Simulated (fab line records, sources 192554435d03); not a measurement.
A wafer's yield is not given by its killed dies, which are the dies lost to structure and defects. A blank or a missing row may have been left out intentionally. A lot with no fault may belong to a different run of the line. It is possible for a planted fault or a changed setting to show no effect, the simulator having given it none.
Matching of chambers || flow n5Finfet || N5_MOL_CONTACT_COAG_ETCHBACK_132 on rieDiel-02: 4 sister chambers
The step etches SiO2 in CHF3, target depth 10 nm, time 6.7 s. 8 wafers are shown with their chamber, then 7 later ones without.

WAFERS, EACH WITH ITS CHAMBER
{"wafer": "L079.6", "chamber": 1, "oesProductAu (a.u.)": 0.75, "throttleValvePct (%)": 18.85}
{"wafer": "L088.5", "chamber": 0, "oesProductAu (a.u.)": 0.85, "throttleValvePct (%)": 18.60}
{"wafer": "L088.6", "chamber": 1, "oesProductAu (a.u.)": 0.74, "throttleValvePct (%)": 18.87}
{"wafer": "L089.2", "chamber": 2, "oesProductAu (a.u.)": 0.74, "throttleValvePct (%)": 18.98}
{"wafer": "L089.4", "chamber": 3, "oesProductAu (a.u.)": 0.70, "throttleValvePct (%)": 18.87}
{"wafer": "L089.5", "chamber": 2, "oesProductAu (a.u.)": 0.74, "throttleValvePct (%)": 18.98}
{"wafer": "L090.2", "chamber": 3, "oesProductAu (a.u.)": 0.70, "throttleValvePct (%)": 18.90}
{"wafer": "L090.4", "chamber": 0, "oesProductAu (a.u.)": 0.85, "throttleValvePct (%)": 18.61}

WAFERS MISSING THEIR CHAMBER
{"wafer": "L090.5", "oesProductAu (a.u.)": 0.85, "throttleValvePct (%)": 18.61}
{"wafer": "L091.1", "oesProductAu (a.u.)": 0.74, "throttleValvePct (%)": 18.98}
{"wafer": "L091.3", "oesProductAu (a.u.)": 0.70, "throttleValvePct (%)": 18.87}
{"wafer": "L091.4", "oesProductAu (a.u.)": 0.85, "throttleValvePct (%)": 18.61}
{"wafer": "L092.2", "oesProductAu (a.u.)": 0.69, "throttleValvePct (%)": 18.89}
{"wafer": "L092.3", "oesProductAu (a.u.)": 0.72, "throttleValvePct (%)": 18.90}
{"wafer": "L092.4", "oesProductAu (a.u.)": 0.72, "throttleValvePct (%)": 18.97}

WHICH CHAMBER EACH WENT THROUGH
{"wafer": "L090.5", "from the rows above": 0, "in truth": 0}
{"wafer": "L091.1", "from the rows above": 2, "in truth": 2}
{"wafer": "L091.3", "from the rows above": 3, "in truth": 3}
{"wafer": "L091.4", "from the rows above": 0, "in truth": 0}
{"wafer": "L092.2", "from the rows above": 3, "in truth": 3}
{"wafer": "L092.3", "from the rows above": "can't be placed: 3 or 1", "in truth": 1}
{"wafer": "L092.4", "from the rows above": 2, "in truth": 2}
6 of 7 placed correctly. These rows do not allow placing 1 (true chamber among the candidates in 1). 0 placed wrongly.
How it was worked out, from the rows above alone: a wafer's distance from a chamber is the root of the sum, over the readings, of the square of ((its reading less the chamber's mean) divided by the reading's scatter). The wafer belongs to the nearest chamber; if the next one is less than 2 further off, it can't be placed. The mean given for a chamber averages the wafers shown for that chamber. The scatter is the square root of a quotient: the sum, over the shown wafers, of each reading's squared deviation from its chamber's mean, divided by wafers minus chambers.
